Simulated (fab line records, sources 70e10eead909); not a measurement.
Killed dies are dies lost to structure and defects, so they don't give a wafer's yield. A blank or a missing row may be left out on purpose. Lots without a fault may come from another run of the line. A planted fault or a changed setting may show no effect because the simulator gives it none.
Chamber matching | flow nand_harc | NHARC_A_WL_FILL_CMP_12 on cmp-02: 4 sister chambers
The step polishes, t overpolish 30 s, target thk 75 nm. 16 wafers are shown with their chamber, then 8 later ones without.

WAFERS WITH THEIR CHAMBER
wafer  | chamber | motor_current_A (A) | overpolish_run_s (s) | retaining_ring_pressure_frac
L075.3 | 2       | 14.0                | 29.997               | 0.993
L075.4 | 0       | 13.1                | 30.001               | 1.001
L075.5 | 3       | 10.8                | 30.020               | 1.006
L074.2 | 1       | 14.5                | 30.009               | 1.001
L074.5 | 2       | 13.2                | 29.996               | 1.000
L074.6 | 1       | 13.4                | 29.998               | 0.998
L078.1 | 2       | 12.7                | 29.981               | 0.999
L078.2 | 0       | 12.9                | 29.992               | 1.000
L078.3 | 3       | 11.1                | 29.985               | 0.994
L086.2 | 1       | 13.7                | 30.001               | 0.995
L086.5 | 2       | 13.7                | 29.986               | 0.996
L086.6 | 1       | 13.9                | 29.994               | 1.002
L085.1 | 3       | 11.1                | 29.994               | 1.008
L085.4 | 2       | 14.6                | 29.998               | 0.994
L085.6 | 3       | 11.3                | 30.003               | 0.998
L089.3 | 2       | 13.6                | 29.998               | 1.005

SIGNATURES (means of the wafers above)
reading                      | chamber 0 | chamber 1 | chamber 2 | chamber 3 | scatter within a chamber
motor_current_A              | 13.000    | 13.875    | 13.633    | 11.075    | 0.494
overpolish_run_s             | 29.99650  | 30.00050  | 29.99267  | 30.00050  | 0.00956
retaining_ring_pressure_frac | 1.00050   | 0.99900   | 0.99783   | 1.00150   | 0.00466
Rule: a wafer's distance from a chamber is the root of the sum, over the readings, of the square of ((its reading less the chamber's mean) divided by the reading's scatter). The wafer belongs to the nearest chamber; if the next one is less than 2 further off, it can't be placed. The scatter: the root of (the sum of the squares of (reading less its chamber's mean) over the shown wafers, divided by (wafers less chambers)).

WAFERS WITHOUT THEIR CHAMBER
wafer  | motor_current_A (A) | overpolish_run_s (s) | retaining_ring_pressure_frac
L089.4 | 14.5                | 30.002               | 1.001
L089.6 | 14.3                | 30.003               | 1.005
L092.1 | 13.2                | 30.001               | 1.000
L092.3 | 13.4                | 30.002               | 1.001
L092.6 | 13.0                | 30.005               | 0.999
L095.2 | 12.6                | 30.018               | 0.996
L095.3 | 13.6                | 29.979               | 0.999
L095.6 | 11.2                | 30.001               | 1.005

WHICH CHAMBER EACH WENT THROUGH
wafer  | from the rows above               | in truth
L089.4 | can't be placed: 1 or 2 or 0      | 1
L089.6 | can't be placed: 1 or 2 or 0      | 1
L092.1 | can't be placed: 0 or 2 or 1      | 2
L092.3 | can't be placed: 0 or 1 or 2      | 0
L092.6 | can't be placed: 0 or 1 or 2      | 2
L095.2 | can't be placed: 0 or 1 or 2 or 3 | 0
L095.3 | can't be placed: 2 or 0 or 1      | 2
L095.6 | 3                                 | 3
Placed correctly: 1 of 8. Can't be placed from these rows: 7 (the true chamber is among the candidates in 7). Placed wrongly: 0.
